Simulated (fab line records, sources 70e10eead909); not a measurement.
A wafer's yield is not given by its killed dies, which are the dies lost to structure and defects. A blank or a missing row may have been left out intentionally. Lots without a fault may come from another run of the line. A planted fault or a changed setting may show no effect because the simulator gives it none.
Matching of chambers + flow nand_harc + NHARC_A_SLIT_ETCH_29 on rie_diel-10: 4 sister chambers
The step etches the open film in CF4/O2, target depth 100 nm, overetch 10 nm, time 55 s. 8 wafers are shown with their chamber, then 8 later ones without.

## EACH WAFER AND ITS CHAMBER
| wafer  | chamber | rf_vpp_V (V) | oes_product_au (a.u.) |
|--------|---------|--------------|-----------------------|
| L137.2 | 0       | 199.6        | 0.995                 |
| L137.4 | 1       | 196.4        | 1.006                 |
| L136.5 | 2       | 198.1        | 1.011                 |
| L136.6 | 1       | 198.9        | 1.005                 |
| L139.1 | 2       | 197.7        | 1.011                 |
| L139.2 | 0       | 198.7        | 1.006                 |
| L139.5 | 3       | 196.6        | 1.009                 |
| L143.1 | 3       | 197.9        | 0.999                 |

## WAFERS MISSING THEIR CHAMBER
| wafer  | rf_vpp_V (V) | oes_product_au (a.u.) |
|--------|--------------|-----------------------|
| L143.3 | 198.4        | 1.016                 |
| L143.6 | 199.5        | 1.004                 |
| L147.2 | 197.2        | 1.009                 |
| L147.4 | 198.3        | 1.004                 |
| L147.5 | 196.9        | 1.011                 |
| L151.3 | 200.9        | 1.002                 |
| L151.4 | 198.2        | 1.000                 |
| L151.5 | 198.1        | 1.017                 |

## WHICH CHAMBER EACH ONE RAN IN
| wafer  | from the rows above               | in truth |
|--------|-----------------------------------|----------|
| L143.3 | can't be placed: 2 or 1 or 3 or 0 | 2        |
| L143.6 | can't be placed: 0 or 1 or 2 or 3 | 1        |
| L147.2 | can't be placed: 2 or 1 or 3 or 0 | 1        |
| L147.4 | can't be placed: 1 or 3 or 0 or 2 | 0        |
| L147.5 | can't be placed: 2 or 1 or 3 or 0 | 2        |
| L151.3 | can't be placed: 0 or 1 or 2 or 3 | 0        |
| L151.4 | can't be placed: 0 or 1 or 3 or 2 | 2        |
| L151.5 | can't be placed: 2 or 1 or 3      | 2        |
Placed correctly: 0 of 8. These rows do not allow placing 8 (true chamber among the candidates in 8). Placed wrongly: 0.
How it was worked out, from the rows above alone: a wafer's distance from a chamber is the root of the sum, over the readings, of the square of ((its reading less the chamber's mean) divided by the reading's scatter). If the next closest chamber is less than 2 further off than the closest, the wafer can't be placed; otherwise it belongs to the closest. The mean given for a chamber averages the wafers shown for that chamber. The scatter: take each reading less its chamber's mean, square it, sum over the shown wafers, divide by the number of wafers less the number of chambers, and take the root.
